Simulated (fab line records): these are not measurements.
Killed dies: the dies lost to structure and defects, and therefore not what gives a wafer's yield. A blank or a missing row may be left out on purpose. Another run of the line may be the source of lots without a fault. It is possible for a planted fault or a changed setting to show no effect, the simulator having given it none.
fab line records	flow nandHarc
[record] lots = 12	wafers = 36	lastDay = 33
route steps=1302 shown A_SOURCE_PLATE@423 A_ONON_D1@425 A_CHANNEL_HOLE_D1@467 END@1302
lots that met no fault: from a run of the same line without faults
startH: hours from the record's opening day to when the first of the lot's shown wafers began	waitH: time in hours since the lot's previous step	" the same as in the row above	L1.1+2: several wafers, shown together as one row	- no value, or no start given	* or withheld: withheld	< > ~ a bound
route shown NAME@n: names a module that has steps shown in the file, with the first one's number in the route	usual: the fault-free wafers' mean and standard deviation	same: alike in all rows	chamber/n: place in a boat	sites: per-site readings	_std_site: their standard deviation	_edge_site: outer sites' mean less inner sites'	radiusMm: how far each site lies from the wafer's centre	mask NAME#n: copy n	behind: the last tool/chamber to shape the wafer	hold: the reason the lot was held/the length of the hold in hours/how it ended	device: which transistor (n, p or np) failed to switch	end of line: tests of these same wafers at the route's end	a step given without rows: its recipe and nothing more	killed: count of dies lost to structure and defects at first sort (not the wafer's yield)	map: a wafer's dies, marking killed ones x, the rest . and places with no die _
set.NAME: the setting the step ran with; set.NAME@STEP: the setting that earlier step ran with	model.NAME: the simulator's own value behind a step, which no gauge read
a sample of lots followed through the steps of the route, with each step as a table and each wafer as a row
services: a tool's chamber out of use, with start hour (startH, from the record's first day; less than 0 if before it), hours out, and reason
[[steps]]
[step NHARC_A_SOURCE_PLATE_INSPECT_08]
[usual] rawDefectCount = 56/21
lot.wafer	tool	chamber	startH	waitH	rawDefectCount
L532.1	defectInspect-01	-	165.54	0.0	30
L532.2	"	-	"	"	81
L532.4	"	-	"	"	50
L533.2	defectInspect-01	-	178.53	0.0	91
L533.4	"	-	"	"	127
L533.5	"	-	"	"	80
L534.1	defectInspect-01	-	198.25	0.0	47
L534.5	"	-	"	"	90
L534.6	"	-	"	"	99
L536.2	defectInspect-02	-	211.90	0.0	26
L536.4	"	-	"	"	33
L536.6	"	-	"	"	34
L537.3	defectInspect-01	-	221.82	0.0	88
L537.5	"	-	"	"	50
L537.6	"	-	"	"	68
L544.2	defectInspect-02	-	293.49	0.0	29
L544.3	"	-	"	"	33
L544.6	"	-	"	"	49
L546.3	defectInspect-01	-	310.98	0.0	41
L546.4	"	-	"	"	57
L546.5	"	-	"	"	84
L549.2	defectInspect-01	-	347.10	0.0	37
L549.3	"	-	"	"	95
L549.5	"	-	"	"	79
L551.2	defectInspect-02	-	363.66	0.0	46
L551.5	"	-	"	"	50
L551.6	"	-	"	"	25
L552.3	defectInspect-02	-	375.77	0.0	59
L552.5	"	-	"	"	64
L552.6	"	-	"	"	35
L553.4	defectInspect-02	-	387.23	0.0	41
L553.5	"	-	"	"	58
L553.6	"	-	"	"	55
L554.3	defectInspect-01	-	397.23	0.0	78
L554.5	"	-	"	"	70
L554.6	"	-	"	"	67
[step NHARC_A_ONON_D1_THK_MEAS_02]
[recipe] thkMeasGauge = ellipsometry
[usual] thkNm = 1002/6.7
lot.wafer	tool	chamber	startH	waitH	thkNm
L532.1	filmMetro-02	-	166.12	-	1001
L532.2	"	-	"	"	1002
L532.4	"	-	"	"	1001
L533.2	filmMetro-01	-	179.11	-	1004
L533.4	"	-	"	"	1002
L533.5	"	-	"	"	1002
L534.1	filmMetro-01	-	198.83	-	1008
L534.5	"	-	"	"	1009
L534.6	"	-	"	"	1008
L536.2	filmMetro-01	-	212.48	-	1003
L536.4	"	-	"	"	1003
L536.6	"	-	"	"	1005
L537.3	filmMetro-02	-	222.39	-	997
L537.5	"	-	"	"	998
L537.6	"	-	"	"	997
L544.2	filmMetro-02	-	294.06	-	991
L544.3	"	-	"	"	991
L544.6	"	-	"	"	991
L546.3	filmMetro-01	-	311.56	-	990
L546.4	"	-	"	"	989
L546.5	"	-	"	"	989
L549.2	filmMetro-02	-	347.68	-	1003
L549.3	"	-	"	"	1003
L549.5	"	-	"	"	1001
L551.2	filmMetro-02	-	364.24	-	1004
L551.5	"	-	"	"	1003
L551.6	"	-	"	"	1003
L552.3	filmMetro-01	-	376.35	-	997
L552.5	"	-	"	"	996
L552.6	"	-	"	"	997
L553.4	filmMetro-01	-	387.82	-	1007
L553.5	"	-	"	"	1008
L553.6	"	-	"	"	1007
L554.3	filmMetro-02	-	397.81	-	1005
L554.5	"	-	"	"	1005
L554.6	"	-	"	"	1006
[step NHARC_A_CHANNEL_HOLE_D1_ETCH_39]
[recipe] targetDepthA = 2600	overEtchFrac = 0.3	timeS = 325	ionEnergyEv = 200	n2FlowSccm = 150	h2FlowSccm = 150	arFlowSccm = 0	rfW = 400	biasW = 150	chemistry = N2/H2
[usual] biasW = 149.9/0.49	chamberPressureMTorr = 29.999/0.028	drypumpMotorCurrentA = 5.6/0.48	oesProductAu = 0.994/0.011	overEtchFrac = 0.3/0	rfVppV = 430.3/2.3	showerheadPlenumPTorr = 2.03/0.074	throttleValvePct = 14.172/0.0088	timeS = 325/0
lot.wafer	tool	chamber	startH	waitH	biasW	chamberPressureMTorr	drypumpMotorCurrentA	oesProductAu	overEtchFrac	rfHoursCounterH	rfVppV	showerheadPlenumPTorr	throttleValvePct	timeS
L532.1	rieDiel-13	1	184.91	-	150.0	30.010	4.7	1.000	0.3	0	434.2	2.12	14.170	325
L532.2	"	2	"	"	149.3	29.981	5.6	1.001	0.3	0	427.6	1.94	14.173	325
L532.4	"	3	"	"	149.8	29.989	5.9	0.993	0.3	0	427.3	1.93	14.168	325
L533.4	rieDiel-09	3	200.79	-	-	-	-	-	-	-	-	-	-	-
L533.2	"	1	"	"	-	-	-	-	-	-	-	-	-	-
L533.5	"	0	"	"	-	-	-	-	-	-	-	-	-	-
L534.1	rieDiel-13	1	216.51	-	-	-	-	-	-	-	-	-	-	-
L534.6	"	1	"	"	-	-	-	-	-	-	-	-	-	-
L534.5	"	2	"	"	-	-	-	-	-	-	-	-	-	-
L536.4	rieDiel-09	2	232.45	-	149.0	29.984	5.5	0.994	0.3	24	433.7	2.11	14.168	325
L536.2	"	3	"	"	150.3	29.959	6.6	0.997	0.3	26	431.1	2.06	14.184	325
L536.6	"	2	"	"	149.1	30.072	5.5	0.996	0.3	-	431.5	2.11	14.160	325
L537.3	rieDiel-09	0	238.08	-	150.1	29.960	5.8	0.986	0.3	25	430.6	2.02	14.176	325
L537.6	"	1	"	"	150.1	30.055	5.7	0.997	0.3	-	430.0	2.04	14.174	325
L537.5	"	2	"	"	150.2	29.999	5.5	1.000	0.3	-	432.0	2.11	14.176	325
L544.3	rieDiel-13	0	310.25	-	149.4	30.052	5.6	0.995	0.3	9	428.6	2.03	14.181	325
L544.2	"	2	"	"	150.6	30.042	5.5	0.993	0.3	10	426.0	1.94	14.167	325
L544.6	"	1	"	"	150.1	30.023	4.7	0.998	0.3	-	432.3	2.12	14.180	325
L546.4	rieDiel-13	3	328.61	-	149.6	30.005	5.9	0.986	0.3	11	428.0	1.93	14.175	325
L546.3	"	1	"	"	149.7	30.027	4.7	0.979	0.3	11	434.8	2.12	14.172	325
L546.5	"	0	"	"	149.5	30.047	5.7	0.980	0.3	-	429.5	2.03	14.168	325
L549.3	rieDiel-03	2	367.23	-	150.0	29.978	4.8	0.998	0.3	24	428.9	2.00	14.169	325
L549.2	"	0	"	"	149.5	29.967	5.3	1.017	0.3	14	428.3	1.99	14.166	325
L549.5	"	2	"	"	149.5	29.958	4.8	0.998	0.3	-	428.2	2.00	14.164	325
L551.2	rieDiel-13	2	384.39	-	149.5	30.051	5.6	1.006	0.3	2	428.7	1.94	14.178	325
L551.6	"	3	"	"	149.8	29.976	5.9	0.995	0.3	-	427.3	1.93	14.169	325
L551.5	"	0	"	"	149.8	29.981	5.6	0.992	0.3	-	429.7	2.03	14.167	325
L552.3	rieDiel-13	2	393.11	-	149.8	30.019	5.6	1.005	0.3	3	426.9	1.94	14.178	325
L552.6	"	0	"	"	149.5	29.985	5.6	0.999	0.3	-	430.6	2.03	14.172	325
L552.5	"	1	"	"	150.4	29.997	4.8	0.994	0.3	-	434.6	2.12	14.179	325
L553.4	rieDiel-13	1	409.02	-	150.4	29.997	4.8	0.986	0.3	4	432.9	2.12	14.174	325
L553.5	"	2	"	"	150.2	30.021	5.6	1.000	0.3	-	426.2	1.94	14.162	325
L553.6	"	3	"	"	149.6	30.037	5.9	0.989	0.3	-	427.4	1.93	14.180	325
L554.3	rieDiel-09	1	416.03	-	149.1	30.000	5.7	1.004	0.3	30	429.1	2.02	14.180	325
L554.5	"	1	"	"	149.9	30.058	5.7	0.995	0.3	-	431.3	2.02	14.171	325
L554.6	"	2	"	"	150.3	30.023	5.4	0.991	0.3	-	431.8	2.09	14.160	325
[step NHARC_A_CHANNEL_HOLE_D1_STRIP_27]
[recipe] o2FlowSccm = 500	arFlowSccm = 0	biasW = 0	chemistry = O2
[usual] drypumpMotorCurrentA = 5.5/0.49	oesProductAu = 0.996/0.0095	rfVppV = 57.7/0.85	showerheadPlenumPTorr = 3.50/0.12	throttleValvePct = 17.037/0.0092
lot.wafer	tool	chamber	startH	waitH	drypumpMotorCurrentA	oesProductAu	rfHoursCounterH	rfVppV	showerheadPlenumPTorr	throttleValvePct
L532.4	rieDiel-13	1	-	-	4.7	1.003	2	58.6	3.66	17.045
L532.2	"	3	"	"	5.9	0.994	1	57.9	3.36	17.056
L532.1	"	0	"	"	5.6	1.002	1	57.2	3.52	17.023
L533.2	rieDiel-13	0	-	-	5.6	0.999	2	58.9	3.52	17.032
L533.4	"	1	"	"	4.8	0.998	3	57.6	3.66	17.024
L533.5	"	3	"	"	5.9	1.001	-	57.5	3.36	17.038
L534.1	rieDiel-13	1	-	-	4.7	1.015	4	59.3	3.66	17.027
L534.6	"	0	"	"	5.6	0.989	-	58.1	3.52	17.026
L534.5	"	1	"	"	4.7	1.002	-	59.0	3.66	17.040
L536.4	rieDiel-13	2	-	-	5.6	0.983	5	57.7	3.37	17.039
L536.2	"	3	"	"	5.9	0.995	4	57.4	3.36	17.037
L536.6	"	0	"	"	5.6	0.984	-	58.3	3.52	17.032
L537.3	rieDiel-03	1	-	-	6.1	1.004	39	57.6	3.51	17.027
L537.5	"	0	"	"	5.3	1.015	-	56.6	3.46	17.043
L537.6	"	1	"	"	6.1	1.008	-	56.8	3.51	17.037
L544.2	rieDiel-13	0	-	-	5.6	0.984	10	57.8	3.51	17.030
L544.3	"	1	"	"	4.8	0.986	11	58.1	3.65	17.034
L544.6	"	0	"	"	5.6	0.981	-	59.4	3.51	17.033
L546.3	rieDiel-13	2	-	-	5.6	0.993	12	57.9	3.37	17.035
L546.4	"	1	"	"	4.8	0.985	12	57.8	3.65	17.047
L546.5	"	2	"	"	5.6	0.996	-	58.2	3.37	17.049
L549.3	rieDiel-13	1	-	-	4.8	0.974	2	57.1	3.65	17.036
L549.2	"	2	"	"	5.6	0.995	2	58.2	3.37	17.031
L549.5	"	1	"	"	4.8	0.986	-	56.7	3.65	17.049
L551.2	rieDiel-13	0	-	-	5.6	1.003	3	58.9	3.51	17.031
L551.6	"	1	"	"	4.8	0.980	-	57.8	3.65	17.044
L551.5	"	2	"	"	5.6	0.997	-	56.5	3.37	17.041
L552.3	rieDiel-09	0	-	-	5.7	0.983	24	58.4	3.48	17.032
L552.6	"	3	"	"	6.6	0.997	-	56.7	3.53	17.024
L552.5	"	0	"	"	5.8	0.978	-	57.0	3.48	17.040
L553.4	rieDiel-13	2	-	-	5.6	0.989	5	58.1	3.37	17.024
L553.6	"	1	"	"	4.7	0.998	-	57.2	3.65	17.040
L553.5	"	2	"	"	5.6	1.007	-	57.1	3.37	17.040
L554.3	rieDiel-13	2	-	-	5.6	0.989	6	56.5	3.37	17.055
L554.5	"	1	"	"	4.8	0.997	-	58.8	3.65	17.049
L554.6	"	2	"	"	5.6	0.997	-	57.8	3.37	17.057
[step NHARC_END_SORT_01]
[recipe] tempC = 25
[usual] killedAtArray = 49/18	killedAtOther = 0.7/1.1	killedAtPeriphery = 4.0/2.6	killedDies = 54/19	killedOpen = 3.4/1.7	killedShort = 2.5/1.7
[same] grossDies = 677
lot.wafer	tool	chamber	startH	waitH	killedAtArray	killedAtOther	killedAtPeriphery	killedDies	killedOpen	killedShort
L533.2	prober-01	0	577.58	2.8	677	0	0	677	1	1
L533.4	prober-01	0	579.18	3.4	676	0	1	677	5	3
L533.5	prober-01	0	579.98	3.7	675	0	2	677	2	1
L534.1	prober-01	0	590.29	2.5	675	2	0	677	3	2
L534.5	prober-01	0	593.54	3.8	674	0	3	677	8	1
L534.6	prober-01	0	594.35	4.1	673	1	3	677	3	6
// killed by level:class
L533.2 A_CHANNEL_HOLE_D1:areaEtch=627 A_SLIT:chamberFilmFlake=18 A_CHANNEL_HOLE_D2:chamberFilmFlake=9 A_STAIRCASE:chamberFilmFlake=9 A_CONTACT:chamberFilmFlake=4 A_DECK1_JOINT:chamberFilmFlake=2 A_CHANNEL_FILL_D2:chamberFilmFlake=2 A_SGD_CUT:chamberFilmFlake=2
L533.4 A_CHANNEL_HOLE_D1:areaEtch=632 A_SLIT:chamberFilmFlake=13 A_CHANNEL_HOLE_D2:chamberFilmFlake=10 A_CONTACT:chamberFilmFlake=6 A_STAIRCASE:chamberFilmFlake=5 A_ONON_D1:geometricParticle:open=2 A_M1:geometricParticle:short=2 P_M0:geometricParticle:open=1
L533.5 A_CHANNEL_HOLE_D1:areaEtch=626 A_SLIT:chamberFilmFlake=20 A_CHANNEL_HOLE_D2:chamberFilmFlake=9 A_CONTACT:chamberFilmFlake=6 A_STAIRCASE:chamberFilmFlake=5 A_DECK1_JOINT:chamberFilmFlake=3 A_WL_FILL:chamberFilmFlake=2 P_M0:geometricParticle:open=1
L534.1 A_CHANNEL_HOLE_D1:areaEtch=629 A_SLIT:chamberFilmFlake=23 A_CHANNEL_HOLE_D2:chamberFilmFlake=6 A_STAIRCASE:chamberFilmFlake=6 A_CONTACT:chamberFilmFlake=5 THIN_TSV:chamberFilmFlake=2 A_SOURCE_PLATE:geometricParticle:short=1 A_CHANNEL_FILL_D1:geometricParticle:open=1
L534.5 A_CHANNEL_HOLE_D1:areaEtch=628 A_SLIT:chamberFilmFlake=28 A_STAIRCASE:chamberFilmFlake=5 A_WL_FILL:geometricParticle:open=2 A_BLC:geometricParticle:open=2 A_DECK1_JOINT:chamberFilmFlake=2 P_GATE:geometricParticle:open=1 P_CONTACT:geometricParticle:open=1
L534.6 A_CHANNEL_HOLE_D1:areaEtch=634 A_SLIT:chamberFilmFlake=18 A_CHANNEL_HOLE_D2:chamberFilmFlake=6 A_DECK1_JOINT:geometricParticle:short=2 A_CHANNEL_HOLE_D1:chamberFilmFlake=2 A_CHANNEL_FILL_D2:chamberFilmFlake=2 A_CONTACT:chamberFilmFlake=2 P_GATE:geometricParticle:short=1
[[services]]
tool	chamber	startH	hours	kind
rieDiel-13	-	165.00	9.0	pm
rieDiel-13	0	165.00	9.0	ventCycle
rieDiel-13	1	165.00	9.0	ventCycle
rieDiel-13	2	165.00	9.0	ventCycle
rieDiel-13	3	165.00	9.0	ventCycle
rieDiel-13	0	174.00	-	clean
rieDiel-13	1	174.00	-	clean
rieDiel-13	2	174.00	-	clean
rieDiel-13	3	174.00	-	clean
rieDiel-03	1	192.97	16.2	repair
rieDiel-13	0	198.50	-	clean
rieDiel-13	1	198.50	-	clean
rieDiel-13	3	200.01	6.2	repair
rieDiel-09	1	225.39	4.6	repair
rieDiel-09	-	239.67	0.2	repair
rieDiel-03	-	281.56	9.0	pm
rieDiel-13	-	284.48	3.6	repair
rieDiel-03	0	294.78	38.2	repair
rieDiel-03	3	303.46	1.5	repair
rieDiel-09	0	317.77	5.8	repair
rieDiel-09	-	322.47	9.0	pm
rieDiel-13	2	337.79	12.6	repair
rieDiel-13	-	342.00	9.0	pm
rieDiel-13	3	355.59	5.7	repair
[[key]]
[firstSign] step = NHARC_A_CHANNEL_HOLE_D1_ETCH_39	reading = toolRecord	direction = missing
[effect] step = NHARC_END_SORT_01	reading = killedAtArray	direction = up	sigmas = 34	usual = 49	struck = 675
[moreKillsBornAt] NHARC_A_CHANNEL_HOLE_D1_ETCH_39@rieDiel-13 = 1891	NHARC_A_CHANNEL_HOLE_D1_ETCH_39@rieDiel-09 = 1885
metAt NHARC_A_CHANNEL_HOLE_D1_ETCH_39
struckLots L533,L534
laterRowsLeftOut L533.2,L533.4,L533.5,L534.1,L534.5,L534.6
testerLeftOut L533,L534
notActingAt NHARC_A_SOURCE_PLATE_INSPECT_08,NHARC_A_ONON_D1_THK_MEAS_02,NHARC_A_CHANNEL_HOLE_D1_STRIP_27
onsetBetween 184.91 200.79
[fault] kind = skippedStepWhole	tool = rieDiel-09,rieDiel-13	chamber = -	onsetH = 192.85	steps = NHARC_A_CHANNEL_HOLE_D1_ETCH_39	scope = struckLotsOnly
// testerLeftOut: of these lots the tester's yield and bins aren't shown, on N5 and GAA mostly nor the transistor test; their killed dies are dies lost to structure and defects alone, not to doping, threshold or leakage, so they don't give the yield
// laterRowsLeftOut: the simulator's readings of these wafers behind a module that went badly wrong aren't trusted and aren't shown, but for the sort
